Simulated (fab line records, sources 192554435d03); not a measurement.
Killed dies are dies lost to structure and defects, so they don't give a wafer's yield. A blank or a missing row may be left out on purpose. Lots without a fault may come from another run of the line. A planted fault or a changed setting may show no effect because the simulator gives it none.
fab line records | flow n5_finfet
record lots=10 wafers=29 last_day=16
route steps=1938 shown BEOL_M15@1788 PASSIVATION@1936
lots that met no fault: from a run of the same line without faults
start_h: hours from the record's first day to the start of the lot's first wafer shown | wait_h: hours since the lot's step before | " the same as in the row above | L1.1+2: a row that stands for several wafers | - no value, or no start given | * or withheld: withheld | < > ~ a bound
route shown NAME@n: a module of which the file shows steps, and the number in the route of the first | usual: mean/standard deviation of fault-free wafers | same: alike in all rows | chamber/n: place in a boat | sites: the reading at each site | _std_site: their standard deviation | _edge_site: outer sites' mean less inner sites' | radius_mm: how far each site lies from the wafer's centre | mask NAME#n: copy n | behind: the tool/chamber that last shaped the wafer | hold: why the lot was held/for how many hours/how that ended | device: the transistor (n, p or np) that didn't switch | end of line: the same wafers' tests at the end of the route | a step without rows: its recipe alone | killed: dies lost to structure and defects at the first sort, not the wafer's yield | map: a wafer's dies, x killed, . not, _ none there
set.NAME: the setting as run; set.NAME@STEP: as run at that earlier step | model.NAME: the simulator's own value behind a step, which no gauge read
steps of the route over a sample of lots; a table a step, a row a wafer
services: from which hour (start_h, from the record's first day; less than 0 if before it) a tool's chamber was out of use, for how many hours, and why
## steps
# step N5_BEOL_M15_VIA_ETCH_16
# recipe chemistry=C4F8/O2/Ar target=SiO2 he_inner_torr=15 he_outer_torr=30 target_depth_a=17922 time_s=withheld ion_energy_ev=800 pressure_mtorr=20 source_w=1905 bias_w=2040 Ar_flow_sccm=400 C4F8_flow_sccm=16 O2_flow_sccm=12 ends=cleared
# usual drypump_motor_current_A=5.7/0.41 mfc_ar_sccm=399.9/1.3 oes_product_au=0.68/0.084 rf_vpp_V=2211/32 showerhead_plenum_p_Torr=3.42/0.094 throttle_valve_pct=30.94/0.27
# columns lot.wafer tool chamber start_h wait_h drypump_motor_current_A mfc_ar_sccm oes_product_au rf_vpp_V showerhead_plenum_p_Torr throttle_valve_pct
L729.3 rie_diel-04 1 239.97 0.0 6.1 398.5 0.84 2250 3.40 30.93
L729.5 " 2 " " 5.7 400.7 0.63 2210 3.53 30.44
L729.6 " 3 " " 6.0 399.3 0.63 2240 3.40 31.31
L732.2 rie_diel-03 3 263.08 0.0 5.3 400.2 0.65 2221 3.56 31.06
L732.5 " 1 " " 5.8 398.7 0.64 2223 3.43 31.30
L734.1 rie_diel-01 3 278.48 0.0 5.8 401.8 0.62 2209 3.28 30.70
L734.3 " 0 " " 5.3 400.2 0.84 2162 3.48 30.84
L734.5 " 1 " " 6.0 401.2 0.76 2251 3.49 30.60
L735.1 rie_diel-03 1 282.04 0.0 5.7 400.9 0.64 2221 3.43 31.32
L735.2 " 2 " " 5.5 399.6 0.64 2161 3.30 31.26
L735.4 " 3 " " 5.3 400.2 0.65 2219 3.56 31.06
L737.1 rie_diel-04 1 284.97 0.0 6.1 404.2 0.82 2248 3.39 30.96
L737.2 " 2 " " 5.7 400.1 0.63 2209 3.52 30.45
L737.3 " 3 " " 5.9 399.6 0.62 2239 3.39 31.34
L743.1 rie_diel-01 2 332.80 0.0 6.3 399.6 0.62 2173 3.40 30.97
L743.3 " 1 " " 6.0 401.5 0.74 2251 3.48 30.62
L743.5 " 2 " " 6.3 399.0 0.63 2173 3.40 30.98
L745.2 rie_diel-04 1 335.99 0.0 6.1 400.4 0.79 2247 3.38 30.97
L745.5 " 3 " " 6.0 399.3 0.88 2238 3.38 31.22
L745.6 " 0 " " 4.7 398.9 0.59 2233 3.27 31.18
L744.1 rie_diel-01 3 337.38 0.0 5.8 399.6 0.61 2207 3.27 30.70
L744.5 " 0 " " 5.3 399.0 0.81 2160 3.47 30.86
L744.6 " 1 " " 6.0 398.7 0.72 2250 3.47 30.61
L747.1 rie_diel-03 2 352.32 0.0 5.5 401.6 0.63 2157 3.29 31.29
L747.3 " 1 " " 5.8 397.6 0.64 2222 3.42 31.35
L747.4 " 2 " " 5.5 402.4 0.63 2159 3.29 31.30
L749.1 rie_diel-03 0 368.22 0.0 5.7 399.1 0.61 2222 3.54 31.17
L749.2 " 3 " " 5.3 400.6 0.64 2221 3.55 31.08
L749.3 " 2 " " 5.5 400.4 0.63 2159 3.29 31.28
# step N5_BEOL_M15_OVL_MEAS_29
# recipe points_per_wafer=44
# usual M15_OVL=-1/6.1
# columns lot.wafer tool chamber start_h wait_h M15_OVL[nm]
L729.3 overlay-02 0 241.39 0.0 5
L729.5 " 0 " " 5
L729.6 " 0 " " 5
L732.2 overlay-02 0 264.66 0.0 -1
L732.5 " 0 " " -6
L734.1 overlay-02 0 279.92 0.0 -2
L734.3 " 0 " " -8
L734.5 " 0 " " 2
L735.1 overlay-02 0 283.53 0.0 -8
L735.2 " 0 " " -1
L735.4 " 0 " " -5
L737.1 overlay-01 0 286.28 0.0 4
L737.2 " 0 " " 1
L737.3 " 0 " " 3
L743.1 overlay-01 0 334.33 0.0 -16
L743.3 " 0 " " -13
L743.5 " 0 " " -10
L745.2 overlay-01 0 337.46 0.0 3
L745.5 " 0 " " 6
L745.6 " 0 " " 6
L744.1 overlay-01 0 338.69 0.0 5
L744.5 " 0 " " -2
L744.6 " 0 " " 4
L747.1 overlay-02 0 353.76 0.0 -8
L747.3 " 0 " " -7
L747.4 " 0 " " -7
L749.1 overlay-01 0 369.79 0.0 -3
L749.2 " 0 " " 0
L749.3 " 0 " " 6
# step N5_BEOL_M15_INSPECT_30
# recipe mode=adi inspect_instrument=macro
# usual raw_defect_count=2.2/1.5
# columns lot.wafer tool chamber start_h wait_h raw_defect_count
L729.3 defect_inspect-02 - 241.42 0.0 3
L729.5 " - " " 2
L729.6 " - " " 4
L732.2 defect_inspect-01 - 264.68 0.0 1
L732.5 " - " " 3
L734.1 defect_inspect-01 - 279.95 0.0 3
L734.3 " - " " 6
L734.5 " - " " 1
L735.1 defect_inspect-02 - 283.55 0.0 1
L735.2 " - " " 2
L735.4 " - " " 3
L737.1 defect_inspect-01 - 286.31 0.0 4
L737.2 " - " " 5
L737.3 " - " " 4
L743.1 defect_inspect-02 - 334.35 0.0 >300
L743.3 " - " " >300
L743.5 " - " " >300
L745.2 defect_inspect-01 - 337.49 0.0 1
L745.5 " - " " 3
L745.6 " - " " 5
L744.1 defect_inspect-01 - 338.72 0.0 >300
L744.5 " - " " >300
L744.6 " - " " >300
L747.1 defect_inspect-01 - 353.78 0.0 2
L747.3 " - " " 2
L747.4 " - " " 3
L749.1 defect_inspect-01 - 369.82 0.0 5
L749.2 " - " " 0
L749.3 " - " " 1
# step N5_BEOL_M15_ETCH_61
# recipe chemistry=N2/H2 target=BARC target_depth_a=890 overetch_a=267 time_s=67.9 ion_energy_ev=200 pressure_mtorr=30 source_w=840 bias_w=150 n2_flow_sccm=200 h2_flow_sccm=200
# usual drypump_motor_current_A=5.7/0.45 oes_product_au=0.66/0.083 rf_vpp_V=523.1/2.3 showerhead_plenum_p_Torr=2.51/0.078 throttle_valve_pct=17.90/0.28
# columns lot.wafer tool chamber start_h wait_h drypump_motor_current_A oes_product_au rf_hours_counter_h rf_vpp_V showerhead_plenum_p_Torr throttle_valve_pct
L729.3 rie_diel-04 2 241.49 0.0 5.8 0.60 203 525.3 2.63 17.60
L729.5 " 2 " " 5.8 0.61 - 527.5 2.63 17.61
L729.6 " 3 " " 6.0 0.60 - 522.4 2.50 18.30
L732.2 rie_diel-04 0 264.75 0.0 4.7 0.58 228 520.1 2.41 18.26
L732.5 " 3 " " 5.9 0.59 - 523.5 2.50 18.30
L734.1 rie_diel-04 0 280.02 0.0 4.7 0.57 232 520.3 2.41 18.29
L734.3 " 1 " " 6.1 0.76 32 522.6 2.49 17.63
L734.5 " 1 " " 6.0 0.77 - 521.9 2.49 17.63
L735.1 rie_diel-04 1 283.71 0.0 6.1 0.76 33 523.0 2.48 17.64
L735.2 " 3 " " 6.0 0.60 248 524.9 2.50 18.31
L735.4 " 2 " " 5.7 0.60 216 526.0 2.62 17.61
L737.1 rie_diel-01 2 286.38 0.0 6.3 0.61 199 522.9 2.53 18.12
L737.2 " 3 " " 5.8 0.60 212 519.7 2.42 17.91
L737.3 " 1 " " 6.0 0.71 62 523.5 2.56 17.52
L743.1 rie_diel-01 3 334.43 0.0 5.8 0.60 226 520.4 2.42 17.95
L743.3 " 2 " " 6.3 0.60 217 522.8 2.52 18.15
L743.5 " 2 " " 6.3 0.60 - 523.4 2.52 18.15
L745.2 rie_diel-04 0 337.56 0.0 4.7 0.57 249 519.1 2.40 18.31
L745.5 " 0 " " 4.7 0.57 - 520.3 2.40 18.30
L745.6 " 1 " " 6.1 0.75 - 521.1 2.48 17.66
L744.1 rie_diel-01 1 338.83 0.0 6.0 0.70 82 523.7 2.55 17.52
L744.5 " 0 " " 5.3 0.75 - 525.9 2.58 17.87
L744.6 " 3 " " 5.8 0.60 - 519.6 2.41 17.96
L747.1 rie_diel-04 3 353.85 0.0 6.0 0.79 17 522.1 2.49 17.94
L747.3 " 1 " " 6.1 0.73 58 522.4 2.47 17.67
L747.4 " 1 " " 6.1 0.74 - 523.2 2.47 17.70
L749.1 rie_diel-01 3 370.10 0.0 5.8 0.60 238 518.8 2.41 17.96
L749.2 " 1 " " 6.0 0.69 92 524.7 2.55 17.55
L749.3 " 0 " " 5.3 0.74 51 524.6 2.57 17.87
# step N5_BEOL_M15_STRIP_36
# recipe chemistry=O2 power_w=600 temp_c=60 pressure_mtorr=30 rf_frequency_hz=6e+07 bias_power_w=0 overash_fraction=0.3 o2_flow_sccm=225
# usual drypump_motor_current_A=5.7/0.38 oes_product_au=0.77/0.11 rf_vpp_V=3.6/0.95 showerhead_plenum_p_Torr=2.09/0.062 throttle_valve_pct=16.78/0.25
# columns lot.wafer tool chamber start_h wait_h drypump_motor_current_A oes_product_au rf_hours_counter_h rf_vpp_V showerhead_plenum_p_Torr throttle_valve_pct
L729.3 rie_diel-01 2 241.97 0.2 6.2 0.71 186 4.5 2.10 16.93
L729.5 " 0 " " 5.3 0.95 - 5.4 2.16 16.74
L729.6 " 3 " " 5.8 0.71 - 1.6 2.02 16.81
L732.2 rie_diel-01 0 269.71 4.7 5.3 0.94 20 2.9 2.15 16.73
L732.5 " 3 " " 5.8 0.71 - 3.8 2.01 16.80
L734.1 rie_diel-01 1 280.31 0.1 6.0 0.84 61 2.6 2.11 16.24
L734.3 " 2 " " 6.2 0.70 197 3.4 2.10 16.93
L734.5 " 3 " " 5.8 0.70 - 4.0 2.01 16.84
L735.1 rie_diel-04 0 288.52 4.6 4.7 0.68 234 3.0 1.99 16.97
L735.2 " 1 " " 6.1 0.90 34 3.4 2.04 16.46
L735.4 " 0 " " 4.7 0.66 - 3.7 1.99 16.97
L737.1 rie_diel-03 1 288.52 1.9 5.7 0.71 215 3.7 2.09 16.96
L737.2 " 0 " " 5.7 0.70 180 2.4 2.18 17.01
L737.3 " 2 " " 5.5 0.69 202 4.3 2.00 17.00
L743.1 rie_diel-04 3 334.72 0.0 5.9 0.98 8 2.9 2.08 16.87
L743.3 " 0 " " 4.7 0.65 248 4.4 1.99 17.03
L743.5 " 0 " " 4.7 0.66 - 3.1 1.99 17.02
L745.2 rie_diel-03 2 338.73 0.9 5.5 0.71 216 2.5 1.99 17.00
L745.5 " 0 " " 5.7 0.70 - 3.5 2.17 17.05
L745.6 " 1 " " 5.8 0.70 - 1.8 2.09 17.01
L744.1 rie_diel-01 3 339.13 0.1 5.8 0.70 228 4.9 2.01 16.84
L744.5 " 3 " " 5.8 0.70 - 3.9 2.01 16.83
L744.6 " 2 " " 6.3 0.68 - 2.5 2.09 17.00
L747.1 rie_diel-01 1 358.15 4.1 6.0 0.80 88 5.0 2.10 16.31
L747.3 " 3 " " 5.8 0.69 234 4.0 2.00 16.86
L747.4 " 2 " " 6.2 0.69 225 4.5 2.09 17.01
L749.1 rie_diel-04 2 370.62 0.3 5.7 0.69 242 5.7 2.16 16.55
L749.2 " 3 " " 5.9 0.94 22 2.0 2.07 16.89
L749.3 " 1 " " 6.1 0.86 63 5.0 2.03 16.47
# step N5_PASSIVATION_PROBE_49
# usual defect_limited_yield=90.9/1.5 killed_at_M0_to_M3=36/9.9 killed_at_M4_up=13/4.5 killed_at_contacts=13/6.4 killed_at_front_end=42/12 killed_at_other=3.4/3 killed_dies=107/18 killed_on_rim=14/4.3 killed_open=69/13 killed_short=35/8.2 sort_bin_5_function=5.3/1.1 sort_bin_6_memory=3.4/0.69 sort_n_pass=1073/18 sort_yield_pct=90.9/1.5
# same gross_dies=1180 killed_at_back_side=0 sort_bin_4_leakage[%]=0 sort_bin_8_speed[%]=0
# columns lot.wafer tool chamber start_h wait_h defect_limited_yield[%] killed_at_M0_to_M3 killed_at_M4_up killed_at_contacts killed_at_front_end killed_at_other killed_dies killed_on_rim killed_open killed_short sort_bin_5_function[%] sort_bin_6_memory[%] sort_n_pass sort_yield_pct[%]
L729.3 prober-02 - 258.70 0.1 90.3 37 14 16 47 1 115 10 77 33 5.2 4.2 1065 90.3
L729.5 prober-02 - 258.80 0.2 89.4 43 9 20 49 4 125 19 87 38 6.6 3.7 1055 89.4
L729.6 prober-02 - 258.85 0.3 88.2 60 14 11 51 3 139 16 88 48 6.8 4.2 1041 88.2
L732.2 prober-01 - 284.88 0.1 91.6 32 9 17 38 3 99 19 70 27 5.4 2.6 1081 91.6
L732.5 prober-01 - 285.03 0.2 90.9 32 13 27 33 2 107 17 68 37 4.8 3.9 1073 90.9
L734.1 prober-01 - 298.72 0.0 90.8 31 14 11 51 1 108 15 67 41 4.3 4.5 1072 90.8
L734.3 prober-01 - 298.82 0.1 91.1 38 17 7 40 3 105 13 69 30 4.7 3.5 1075 91.1
L734.5 prober-01 - 298.92 0.2 90.7 26 11 15 56 2 110 16 71 38 4.8 4.3 1070 90.7
L735.1 prober-02 - 305.99 0.0 91.4 31 15 16 39 0 101 9 74 27 4.9 3.5 1079 91.4
L735.2 prober-02 - 306.04 0.1 91.2 23 15 21 43 2 104 12 68 32 4.6 3.8 1076 91.2
L735.4 prober-02 - 306.14 0.2 90.7 26 13 15 52 4 110 17 65 43 5.5 3.6 1070 90.7
L737.1 prober-01 - 306.36 0.0 92.5 41 7 7 25 8 88 13 51 37 5.2 1.7 1092 92.5
L737.2 prober-01 - 306.41 0.1 93.0 40 11 6 19 7 83 7 51 32 4.5 2.2 1097 93.0
L737.3 prober-01 - 306.46 0.1 88.8 51 13 15 51 2 132 20 82 50 6.9 3.6 1048 88.8
L743.1 prober-01 - 352.08 0.0 84.7 27 110 5 38 0 180 28 48 31 9.0 3.1 1000 84.7
L743.3 prober-01 - 352.18 0.1 83.6 48 98 3 38 6 193 38 62 38 8.6 4.7 987 83.6
L743.5 prober-01 - 352.28 0.2 83.7 33 114 5 37 3 192 34 50 31 10.2 2.5 988 83.7
L745.2 prober-01 - 354.06 0.1 90.1 46 9 22 35 5 117 13 77 40 6.3 3.5 1063 90.1
L745.5 prober-01 - 354.21 0.2 87.4 54 10 31 51 3 149 23 99 48 7.6 4.6 1031 87.4
L745.6 prober-01 - 354.26 0.3 91.5 24 7 30 33 6 100 11 69 30 4.7 3.5 1080 91.5
L744.1 prober-02 - 355.98 0.0 84.9 31 82 17 43 5 178 35 71 29 8.6 4.0 1002 84.9
L744.5 prober-02 - 356.18 0.2 80.5 52 111 13 54 0 230 37 87 40 10.8 4.7 950 80.5
L744.6 prober-02 - 356.23 0.3 85.3 33 90 14 35 1 173 22 68 25 8.6 2.8 1007 85.3
L747.1 prober-01 - 376.51 1.1 92.1 45 13 9 25 1 93 12 70 23 4.5 3.2 1087 92.1
L747.3 prober-01 - 376.61 1.2 89.2 48 8 17 53 2 128 13 67 58 6.3 4.1 1052 89.2
L747.4 prober-01 - 376.66 1.2 90.8 36 12 6 53 2 109 16 67 37 6.1 3.1 1071 90.8
L749.1 prober-02 - 386.71 0.0 91.2 35 10 17 24 18 104 15 60 42 5.5 2.8 1076 91.2
L749.2 prober-02 - 386.76 0.1 92.5 27 10 17 23 11 88 10 55 32 4.5 2.5 1092 92.5
L749.3 prober-02 - 386.81 0.1 92.0 31 18 3 28 14 94 15 67 25 4.2 3.3 1086 92.0
# killed by level:class
L729.3 MOL_CONTACT_COAG:geometric_particle:open=14 FIN_SAQP:geometric_particle:open=13 STI_FIN_REVEAL:geometric_particle:open=10 BEOL_M2:geometric_particle:open=9 FIN_SAQP:geometric_particle:short=7 BEOL_M3:geometric_particle:open=7 STI_FIN_REVEAL:geometric_particle:short=5 BEOL_M0_SAQP:geometric_particle:open=5
L729.5 STI_FIN_REVEAL:geometric_particle:open=16 MOL_CONTACT_COAG:geometric_particle:open=16 BEOL_M2:geometric_particle:open=13 FIN_SAQP:geometric_particle:short=8 FIN_SAQP:geometric_particle:open=8 BEOL_M1:geometric_particle:open=7 BEOL_M0_SAQP:geometric_particle:open=6 BEOL_M0_SAQP:geometric_particle:short=6
L729.6 FIN_SAQP:geometric_particle:open=18 BEOL_M0_SAQP:geometric_particle:open=13 FIN_SAQP:geometric_particle:short=10 BEOL_M2:geometric_particle:open=10 BEOL_M0_SAQP:geometric_particle:short=8 MOL_CONTACT_COAG:geometric_particle:open=8 BEOL_M3:geometric_particle:open=7 BEOL_M0:geometric_particle:short=6
L732.2 MOL_CONTACT_COAG:geometric_particle:open=15 STI_FIN_REVEAL:geometric_particle:open=10 BEOL_M1:geometric_particle:short=9 BEOL_M2:geometric_particle:open=9 DUMMY_GATE:geometric_particle:open=6 FIN_SAQP:geometric_particle:open=5 BEOL_M0_SAQP:geometric_particle:open=5 BEOL_M3:geometric_particle:open=5
L732.5 MOL_CONTACT_COAG:geometric_particle:open=20 BEOL_M2:geometric_particle:open=8 DUMMY_GATE:geometric_particle:open=8 MOL_CONTACT_COAG:geometric_particle:short=6 BEOL_M4:geometric_particle:open=6 GATE_CUT:geometric_particle:short=5 ILD0:geometric_particle:short=4 BEOL_M0_SAQP:geometric_particle:short=4
L734.1 FIN_SAQP:geometric_particle:open=13 FIN_SAQP:geometric_particle:short=12 MOL_CONTACT_COAG:geometric_particle:open=10 STI_FIN_REVEAL:geometric_particle:open=7 BEOL_M2:geometric_particle:short=6 BEOL_M1:geometric_particle:open=5 BEOL_M2:geometric_particle:open=5 BEOL_M0_SAQP:geometric_particle:short=4
L734.3 FIN_SAQP:geometric_particle:open=13 BEOL_M0_SAQP:geometric_particle:open=11 BEOL_M4:geometric_particle:open=7 FIN_SAQP:geometric_particle:short=6 BEOL_M1:geometric_particle:open=6 BEOL_M0_SAQP:geometric_particle:short=5 BEOL_M2:geometric_particle:open=5 DUMMY_GATE:geometric_particle:short=4
L734.5 FIN_SAQP:geometric_particle:open=17 MOL_CONTACT_COAG:geometric_particle:open=13 FIN_SAQP:geometric_particle:short=12 STI_FIN_REVEAL:geometric_particle:open=8 BEOL_M2:geometric_particle:open=6 DUMMY_GATE:geometric_particle:open=5 BEOL_M1:geometric_particle:open=4 BEOL_M1:geometric_particle:short=4
L735.1 MOL_CONTACT_COAG:geometric_particle:open=14 FIN_SAQP:geometric_particle:open=11 STI_FIN_REVEAL:geometric_particle:open=8 BEOL_M0_SAQP:geometric_particle:open=8 BEOL_M0_SAQP:geometric_particle:short=7 FIN_SAQP:geometric_particle:short=6 GATE_CUT:geometric_particle:short=6 BEOL_M3:geometric_particle:open=6
L735.2 MOL_CONTACT_COAG:geometric_particle:open=16 FIN_SAQP:geometric_particle:open=10 FIN_SAQP:geometric_particle:short=9 BEOL_M0_SAQP:geometric_particle:open=8 STI_FIN_REVEAL:geometric_particle:open=6 MOL_CONTACT_COAG:geometric_particle:short=5 BEOL_M4:geometric_particle:open=5 BEOL_M8:geometric_particle:open=5
L735.4 FIN_SAQP:geometric_particle:open=12 FIN_SAQP:geometric_particle:short=11 MOL_CONTACT_COAG:geometric_particle:open=10 GATE_CUT:geometric_particle:short=8 BEOL_M4:geometric_particle:open=7 GATE_CUT:geometric_particle:open=6 BEOL_M0_SAQP:geometric_particle:short=6 BEOL_M0_SAQP:geometric_particle:open=6
L737.1 BEOL_M0_SAQP:geometric_particle:open=19 BEOL_M0_SAQP:geometric_particle:short=9 MOL_CONTACT_COAG:geometric_particle:open=6 FIN_SAQP:geometric_particle:open=4 FIN_SAQP:geometric_particle:short=4 BEOL_M0:geometric_particle:short=4 ILD0:geometric_particle:short=4 GATE_CUT:geometric_particle:short=3
L737.2 BEOL_M0_SAQP:geometric_particle:open=11 BEOL_M2:geometric_particle:open=11 BEOL_M0_SAQP:geometric_particle:short=9 BEOL_M4:geometric_particle:open=6 GATE_CUT:geometric_particle:short=5 BEOL_M0:geometric_particle:short=5 DUMMY_GATE:geometric_particle:open=4 MOL_CONTACT_COAG:geometric_particle:open=4
L737.3 STI_FIN_REVEAL:geometric_particle:open=16 BEOL_M0_SAQP:geometric_particle:open=16 BEOL_M0_SAQP:geometric_particle:short=14 MOL_CONTACT_COAG:geometric_particle:open=11 STI_FIN_REVEAL:geometric_particle:short=9 BEOL_M2:geometric_particle:open=7 BEOL_M2:geometric_particle:short=5 BEOL_M4:geometric_particle:open=5
L743.1 BEOL_M15:unspecified=100 BEOL_M0_SAQP:geometric_particle:open=8 BEOL_M0_SAQP:geometric_particle:short=8 STI_FIN_REVEAL:geometric_particle:open=7 GATE_CUT:geometric_particle:short=7 STARTING-WAFER:geometric_particle:open=7 BEOL_M2:geometric_particle:open=6 MOL_CONTACT_COAG:geometric_particle:open=4
L743.3 BEOL_M15:unspecified=85 BEOL_M0_SAQP:geometric_particle:short=16 BEOL_M0_SAQP:geometric_particle:open=13 BEOL_M2:geometric_particle:open=10 FIN_SAQP:geometric_particle:open=8 STI_FIN_REVEAL:geometric_particle:open=7 DUMMY_GATE:geometric_particle:open=6 BEOL_M4:geometric_particle:open=5
L743.5 BEOL_M15:unspecified=104 BEOL_M0_SAQP:geometric_particle:short=8 STI_FIN_REVEAL:geometric_particle:open=7 BEOL_M2:geometric_particle:open=7 FIN_SAQP:geometric_particle:short=6 FIN_SAQP:geometric_particle:open=5 HKMG_FIN:area_etch=5 DUMMY_GATE:geometric_particle:open=4
L745.2 MOL_CONTACT_COAG:geometric_particle:open=18 BEOL_M0_SAQP:geometric_particle:short=12 FIN_SAQP:geometric_particle:short=10 BEOL_M0_SAQP:geometric_particle:open=10 BEOL_M3:geometric_particle:open=10 FIN_SAQP:geometric_particle:open=9 BEOL_M1:geometric_particle:open=7 STI_FIN_REVEAL:geometric_particle:open=4
L745.5 MOL_CONTACT_COAG:geometric_particle:open=20 STI_FIN_REVEAL:geometric_particle:open=19 BEOL_M3:geometric_particle:open=13 BEOL_M0_SAQP:geometric_particle:short=13 BEOL_M0_SAQP:geometric_particle:open=12 MOL_CONTACT_COAG:geometric_particle:short=11 FIN_SAQP:geometric_particle:open=9 BEOL_M4:geometric_particle:open=8
L745.6 MOL_CONTACT_COAG:geometric_particle:open=25 FIN_SAQP:geometric_particle:short=10 BEOL_M1:geometric_particle:open=6 FIN_SAQP:geometric_particle:open=5 MOL_CONTACT_COAG:geometric_particle:short=5 STI_FIN_REVEAL:geometric_particle:open=4 BEOL_M0_SAQP:geometric_particle:short=4 BEOL_M3:geometric_particle:open=4
L744.1 BEOL_M15:unspecified=71 MOL_CONTACT_COAG:geometric_particle:open=15 FIN_SAQP:geometric_particle:open=9 STI_FIN_REVEAL:geometric_particle:open=9 BEOL_M2:geometric_particle:open=7 FIN_SAQP:geometric_particle:short=6 BEOL_M0_SAQP:geometric_particle:short=6 BEOL_M0_SAQP:geometric_particle:open=5
L744.5 BEOL_M15:unspecified=98 BEOL_M0_SAQP:geometric_particle:short=16 STI_FIN_REVEAL:geometric_particle:open=14 BEOL_M0_SAQP:geometric_particle:open=14 MOL_CONTACT_COAG:geometric_particle:open=12 FIN_SAQP:geometric_particle:open=11 BEOL_M3:geometric_particle:open=7 DUMMY_GATE:geometric_particle:open=6
L744.6 BEOL_M15:unspecified=78 MOL_CONTACT_COAG:geometric_particle:open=13 FIN_SAQP:geometric_particle:open=11 STI_FIN_REVEAL:geometric_particle:open=7 BEOL_M0_SAQP:geometric_particle:open=6 BEOL_M1:geometric_particle:open=6 BEOL_M2:geometric_particle:open=5 BEOL_M0_SAQP:geometric_particle:short=4
L747.1 BEOL_M0_SAQP:geometric_particle:open=11 BEOL_M1:geometric_particle:open=9 MOL_CONTACT_COAG:geometric_particle:open=8 BEOL_M3:geometric_particle:open=7 BEOL_M4:geometric_particle:open=7 GATE_CUT:geometric_particle:open=6 BEOL_M2:geometric_particle:open=6 GATE_CUT:geometric_particle:short=5
L747.3 FIN_SAQP:geometric_particle:short=18 BEOL_M1:geometric_particle:open=14 MOL_CONTACT_COAG:geometric_particle:short=11 BEOL_M0_SAQP:geometric_particle:open=10 GATE_CUT:geometric_particle:short=7 MOL_CONTACT_COAG:geometric_particle:open=6 BEOL_M3:geometric_particle:open=6 FIN_SAQP:geometric_particle:open=5
L747.4 STI_FIN_REVEAL:geometric_particle:open=12 FIN_SAQP:geometric_particle:open=9 BEOL_M2:geometric_particle:open=9 BEOL_M1:geometric_particle:open=7 FIN_SAQP:geometric_particle:short=6 STI_FIN_REVEAL:geometric_particle:short=5 MOL_CONTACT_COAG:geometric_particle:open=5 ILD0:geometric_particle:short=4
L749.1 MOL_CONTACT_COAG:geometric_particle:open=14 BEOL_M0_SAQP:geometric_particle:open=13 BEOL_M0_SAQP:geometric_particle:short=13 PAD_METAL:geometric_particle:short=6 MIM_TOP:geometric_particle:short=5 PAD_METAL:geometric_particle:open=4 FIN_SAQP:geometric_particle:open=3 FIN_SAQP:geometric_particle:short=3
L749.2 MOL_CONTACT_COAG:geometric_particle:open=16 BEOL_M0_SAQP:geometric_particle:open=7 BEOL_M2:geometric_particle:open=7 FIN_SAQP:geometric_particle:short=5 BEOL_M0_SAQP:geometric_particle:short=5 STI_FIN_REVEAL:geometric_particle:open=4 PAD_METAL:geometric_particle:open=4 PAD_METAL:geometric_particle:short=4
L749.3 FIN_SAQP:geometric_particle:open=11 BEOL_M0_SAQP:geometric_particle:open=7 BEOL_M2:geometric_particle:open=7 BEOL_M1:geometric_particle:open=6 BEOL_M0_SAQP:geometric_particle:short=4 BEOL_M4:geometric_particle:open=4 PAD_METAL:geometric_particle:open=4 PAD_METAL:geometric_particle:short=4
## services
# columns tool chamber start_h hours kind
rie_diel-04 0 241.77 2.9 repair
rie_diel-03 3 243.02 4.6 repair
rie_diel-04 3 266.66 7.7 repair
rie_diel-04 3 288.44 - clean
rie_diel-04 3 288.44 - consumable_replace:focus_ring
rie_diel-04 3 288.44 14.5 scheduled_down
rie_diel-04 3 288.44 14.5 vent_cycle
rie_diel-03 2 305.25 9.0 repair
rie_diel-01 3 312.30 7.9 repair
rie_diel-01 0 314.42 5.3 repair
rie_diel-01 0 332.02 2.5 repair
rie_diel-04 0 340.23 7.5 repair
rie_diel-04 2 341.48 8.4 repair
rie_diel-04 0 350.00 - clean
rie_diel-04 0 350.00 - consumable_replace:focus_ring
rie_diel-04 0 350.00 - consumable_replace:showerhead
rie_diel-04 0 350.00 27.5 scheduled_down
rie_diel-04 0 350.00 27.5 vent_cycle
rie_diel-03 - 354.71 1.2 repair
## key
first_sign step=N5_BEOL_M15_INSPECT_30 reading=raw_defect_count direction=up sigmas=99+ usual=2.2 struck=>300
effect step=N5_PASSIVATION_PROBE_49 reading=killed_at_M4_up direction=up sigmas=20 usual=13 struck=101
more_kills_born_at N5_BEOL_M15_VIA_ETCH_16@rie_diel-01=536
met_at N5_BEOL_M15_VIA_ETCH_16
struck_lots L743,L744
not_acting_at N5_BEOL_M15_OVL_MEAS_29,N5_BEOL_M15_ETCH_61,N5_BEOL_M15_STRIP_36
onset_between 278.48 332.80
fault kind=chamber_particle_source tool=rie_diel-01 chamber=- onset_h=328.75 steps=N5_BEOL_M15_VIA_ETCH_16 rate_per_visit_cm2=1.6397 end_h=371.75
